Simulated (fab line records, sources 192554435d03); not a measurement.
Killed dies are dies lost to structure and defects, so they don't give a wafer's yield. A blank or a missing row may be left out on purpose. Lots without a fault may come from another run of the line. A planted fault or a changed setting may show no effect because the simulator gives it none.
Split-lot experiment | flow n5_finfet | 7 lots, 21 wafers read, on a route of 1938 steps

THE SPLIT
At N5_BEOL_M7_TRENCH_ETCH_37 (etches SiCOH lowk in C4F6/O2, target depth 93.478 nm, time 31.2 s), the setting source_w was moved away from the recipe's 345 W on 8 of the 21 wafers read, by -16.3% to +13.6%. The other wafers ran this setting at the recipe's value.

FROM THE SPLIT TO THE READING: what the file shows between them, 11 steps
- N5_BEOL_M7_ETCH_41: etches SiCN in CH3F/O2, target depth 31.9 nm, time 57.8 s
- N5_BEOL_M7_STRIP_80: strips in N2/H2, time 10 s
- N5_BEOL_M7_OCD_MEAS_38
- N5_BEOL_M7_HM_STRIP_39: strips TiN in peroxide tin strip, target depth 25 nm, time 158 s
- N5_BEOL_M7_SRD_40: time 30 s
- N5_BEOL_M7_ECD_50: material Cu, target thk 300 nm
- N5_BEOL_M7_ANNEAL_51: time 90 s
- N5_BEOL_M7_CMP_52: polishes, stops on SiCOH lowk, t overpolish 6.9 s, target thk 80 nm
- N5_BEOL_M7_THK_MEAS_53: measures by xrf
- N5_BEOL_M7_PRE_CLEAN_55: time 15 s
- N5_BEOL_M7_DEP_56: deposits SiCN from 3MS/NH3, target thk 10 nm, time 17.5 s

THE READING
M7_RS, in ohm/sq, at N5_BEOL_M7_RS_MEAS_57 (measures by four-point-probe). Fault-free wafers of this fab line usually give 0.286 ohm/sq, standard deviation 0.0068 ohm/sq.

wafer  | tool, chamber at the split | source_w as run, W | against the recipe | M7_RS, ohm/sq | against lot-mates on the recipe
L074.3 | rie_diel-01, 3             | 345                | recipe             | 0.284         | -
L074.4 | rie_diel-01, 0             | 345                | recipe             | 0.299         | -
L074.6 | rie_diel-01, 2             | 345                | recipe             | 0.293         | -
L078.1 | rie_diel-04, 1             | 345                | recipe             | 0.279         | -
L078.3 | rie_diel-04, 3             | 288.6              | -16.3%             | 0.321         | +0.042
L078.4 | rie_diel-04, 0             | 288.6              | -16.3%             | 0.311         | +0.032
L080.1 | rie_diel-01, 3             | 345                | recipe             | 0.275         | -
L080.3 | rie_diel-01, 0             | 345                | recipe             | 0.286         | -
L080.5 | rie_diel-01, 0             | 345                | recipe             | 0.286         | -
L082.1 | rie_diel-06, 0             | 345                | recipe             | 0.275         | -
L082.3 | rie_diel-06, 2             | 345                | recipe             | 0.283         | -
L082.6 | rie_diel-06, 2             | 345                | recipe             | 0.272         | -
L086.1 | rie_diel-04, 2             | 365.6              | +6.0%              | 0.273         | -0.008
L086.2 | rie_diel-04, 3             | 365.6              | +6.0%              | 0.274         | -0.007
L086.3 | rie_diel-04, 0             | 345                | recipe             | 0.281         | -
L090.3 | rie_diel-06, 0             | 345                | recipe             | 0.277         | -
L090.4 | rie_diel-06, 1             | 315.4              | -8.6%              | 0.297         | +0.020
L090.6 | rie_diel-06, 1             | 315.4              | -8.6%              | 0.301         | +0.024
L097.1 | rie_diel-06, 2             | 392                | +13.6%             | 0.270         | -0.016
L097.2 | rie_diel-06, 0             | 345                | recipe             | 0.286         | -
L097.3 | rie_diel-06, 3             | 392                | +13.6%             | 0.264         | -0.022

THE FIT
A straight line over all 21 wafers: M7_RS changes by -0.00168 ohm/sq for each +1% of source_w; r = -0.88; the points scatter about the line by 0.0069 ohm/sq.
The same after taking each lot's own level away (the mean of its wafers on the recipe; 21 wafers): -0.00193 ohm/sq for each +1%; r = -0.95; scatter 0.0051 ohm/sq.
On that fit, the largest move of source_w shifts the reading by 0.032 ohm/sq.
The lots' own levels span 0.2767 to 0.2920 ohm/sq, that is 2.3 times the standard deviation above.
So the lot-to-lot level changes the slope: the two fits differ.
Check: with one of the wafers moved furthest among these (-16.3%) left out of the fit, the line predicts +0.0306 ohm/sq for it against its lot-mates. It came out at +0.042 ohm/sq against them.
Tool readings at the split's step, against how far the setting was moved: rf_vpp_V r = -0.96.

OTHER SPLITS ON THESE WAFERS
These wafers also went through other splits before the reading. Each is held against what the fit with the lots' levels taken away leaves over:
other split on the same wafers    | wafers away from the commonest value | r with M7_RS (lot level and that fit taken away)
N5_BEOL_M5_TRENCH_ETCH_37 time_s  | 6                                    | +0.07
N5_BEOL_M5_ETCH_41 source_w       | 5                                    | +0.23
N5_BEOL_M6_HM_DEP_02 target_thk_a | 6                                    | -0.05
N5_BEOL_M7_DESCUM_33 time_s       | 6                                    | +0.13

THE WHOLE CHAIN: every reading that the file lists as answering this split, in the file's order
step                      | what it does                                                        | reading                                                                      | change (the file's fit)               | r (the file's)
N5_BEOL_M7_TRENCH_ETCH_37 | etches SiCOH lowk in C4F6/O2, target depth 93.478 nm, time 31.2 s   | rf_vpp_V                                                                     | -3.54 V for each +1% of the setting   | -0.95
N5_BEOL_M7_TRENCH_ETCH_37 | etches SiCOH lowk in C4F6/O2, target depth 93.478 nm, time 31.2 s   | etch.depth_nm (the simulator's own value, which no gauge read)               | +0.465 nm for each +1% of the setting | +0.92
N5_BEOL_M7_TRENCH_ETCH_37 | etches SiCOH lowk in C4F6/O2, target depth 93.478 nm, time 31.2 s   | BEOL_M7.feature_depth_nm (the simulator's own value, which no gauge read)    | +0.463 nm for each +1% of the setting | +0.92
N5_BEOL_M7_OCD_MEAS_38    |                                                                     | trench_depth_nm                                                              | +0.486 nm for each +1% of the setting | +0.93
N5_BEOL_M7_CMP_52         | polishes, stops on SiCOH lowk, t overpolish 6.9 s, target thk 80 nm | Cu_of_BEOL_M7_ECD_50.thk_nm (the simulator's own value, which no gauge read) | +0.463 nm for each +1% of the setting | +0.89
N5_BEOL_M7_THK_MEAS_53    | measures by xrf                                                     | M7_THK                                                                       | +0.47 for each +1% of the setting     | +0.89
N5_BEOL_M7_RS_MEAS_57     | measures by four-point-probe                                        | M7_RS                                                                        | -0.00195 for each +1% of the setting  | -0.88

THE FILE'S OWN FIT
M7_RS changes by -0.00195 ohm/sq for each +1% of source_w, r = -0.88.
